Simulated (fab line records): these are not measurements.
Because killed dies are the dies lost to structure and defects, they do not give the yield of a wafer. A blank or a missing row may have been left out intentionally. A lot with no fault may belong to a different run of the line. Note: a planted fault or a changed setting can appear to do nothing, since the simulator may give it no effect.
Matching of chambers ; flow nand-harc ; 4 sister chambers for NHARC_P_BONDPAD_ETCH_37 on rie-diel-04
The step etches the open film in N2/H2, target depth 60 nm, overetch 18 nm, time 65.91 s. 16 wafers are shown with their chamber, then 8 later ones without.

## WAFERS, EACH WITH ITS CHAMBER
wafer;chamber;showerhead-plenum-p-Torr (Torr);drypump-motor-current-A (A);rf-vpp-V (V)
L519.1;2;2.06;6.3;431.0
L519.4;0;1.91;5.6;426.8
L519.5;3;2.18;6.0;434.0
L520.1;3;2.18;6.0;435.5
L520.4;2;2.06;6.3;430.1
L520.6;1;2.01;5.7;430.0
L523.2;3;2.18;6.0;435.2
L523.5;2;2.06;6.3;430.1
L523.6;3;2.18;6.0;432.8
L531.1;0;1.91;5.5;426.5
L531.4;1;2.00;5.7;427.6
L531.6;2;2.06;6.3;431.2
L533.1;1;2.00;5.7;429.3
L533.3;3;2.18;6.0;433.3
L533.6;1;2.00;5.7;428.1
L537.1;1;2.00;5.6;429.0

SIGNATURES, as means of the wafers listed above
reading;chamber 0;chamber 1;chamber 2;chamber 3;scatter within a chamber
showerhead-plenum-p-Torr;1.9100;2.0020;2.0600;2.1800;0.00258
drypump-motor-current-A;5.550;5.680;6.300;6.000;0.0329
rf-vpp-V;426.650;428.800;430.600;434.160;0.923
Rule: for a wafer and a chamber, the distance is found by dividing, reading by reading, the gap between the wafer's reading and the chamber's mean by the reading's scatter, squaring, summing and taking the root. The wafer belongs to the nearest chamber; if the next one is less than 2 further off, it can't be placed. How the scatter is found: for the shown wafers, subtract from each reading the mean of its chamber, square and add these, divide the total by (wafers less chambers), then take the root.

## WAFERS WHOSE CHAMBER IS MISSING
wafer;showerhead-plenum-p-Torr (Torr);drypump-motor-current-A (A);rf-vpp-V (V)
L537.2;1.91;5.6;426.7
L537.6;2.18;6.0;434.1
L539.1;2.06;6.3;431.0
L539.2;2.00;5.7;428.0
L539.4;1.91;5.6;425.8
L540.2;1.91;5.6;427.0
L540.3;2.18;6.0;433.4
L540.4;2.06;6.3;430.7

## THE CHAMBER EACH PASSED THROUGH
wafer;from the rows above;in truth
L537.2;0;0
L537.6;3;3
L539.1;2;2
L539.2;1;1
L539.4;0;0
L540.2;0;0
L540.3;3;3
L540.4;2;2
8 of 8 placed correctly. Left unplaced by these rows: 0. 0 placed wrongly.
